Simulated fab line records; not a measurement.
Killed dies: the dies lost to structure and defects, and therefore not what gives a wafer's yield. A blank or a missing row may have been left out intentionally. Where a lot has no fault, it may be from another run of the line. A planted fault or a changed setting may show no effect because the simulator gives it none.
Matching of chambers || flow nandHarc || 3 sister chambers for NHARC_P_M2_PRE_CLEAN_32 on pecvd-03
The step time 12 s. 6 wafers are shown with their chamber, then 10 later ones without.

## EACH WAFER AND ITS CHAMBER
{"wafer": "L081.5", "chamber": 2, "heaterPowerW (W)": 827}
{"wafer": "L085.6", "chamber": 2, "heaterPowerW (W)": 819}
{"wafer": "L087.5", "chamber": 0, "heaterPowerW (W)": 676}
{"wafer": "L087.6", "chamber": 1, "heaterPowerW (W)": 686}
{"wafer": "L086.2", "chamber": 1, "heaterPowerW (W)": 713}
{"wafer": "L086.5", "chamber": 0, "heaterPowerW (W)": 660}

## WAFERS MISSING THEIR CHAMBER
{"wafer": "L086.6", "heaterPowerW (W)": 703}
{"wafer": "L089.1", "heaterPowerW (W)": 779}
{"wafer": "L089.4", "heaterPowerW (W)": 704}
{"wafer": "L089.5", "heaterPowerW (W)": 763}
{"wafer": "L092.3", "heaterPowerW (W)": 836}
{"wafer": "L092.4", "heaterPowerW (W)": 833}
{"wafer": "L092.6", "heaterPowerW (W)": 767}
{"wafer": "L096.3", "heaterPowerW (W)": 718}
{"wafer": "L096.4", "heaterPowerW (W)": 670}
{"wafer": "L096.5", "heaterPowerW (W)": 690}

## CHAMBER TAKEN BY EACH
{"wafer": "L086.6", "from the rows above": 1, "in truth": 1}
{"wafer": "L089.1", "from the rows above": 2, "in truth": 2}
{"wafer": "L089.4", "from the rows above": 1, "in truth": 1}
{"wafer": "L089.5", "from the rows above": "can't be placed: 2 or 1", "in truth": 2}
{"wafer": "L092.3", "from the rows above": 2, "in truth": 2}
{"wafer": "L092.4", "from the rows above": 2, "in truth": 2}
{"wafer": "L092.6", "from the rows above": "can't be placed: 2 or 1", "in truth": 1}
{"wafer": "L096.3", "from the rows above": 1, "in truth": 1}
{"wafer": "L096.4", "from the rows above": 0, "in truth": 0}
{"wafer": "L096.5", "from the rows above": "can't be placed: 1 or 0", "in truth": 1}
Correct placement for 7 of the 10. These rows do not allow placing 3 (true chamber among the candidates in 3). Number placed wrongly: 0.
How it was worked out, from the rows above alone: a wafer's distance from a chamber is the root of the sum, over the readings, of the square of ((its reading less the chamber's mean) divided by the reading's scatter). If the next closest chamber is less than 2 further off than the closest, the wafer can't be placed; otherwise it belongs to the closest. For every chamber, the mean is computed from those of its wafers that are shown. The scatter: the root of (the sum of the squares of (reading less its chamber's mean) over the shown wafers, divided by (wafers less chambers)).
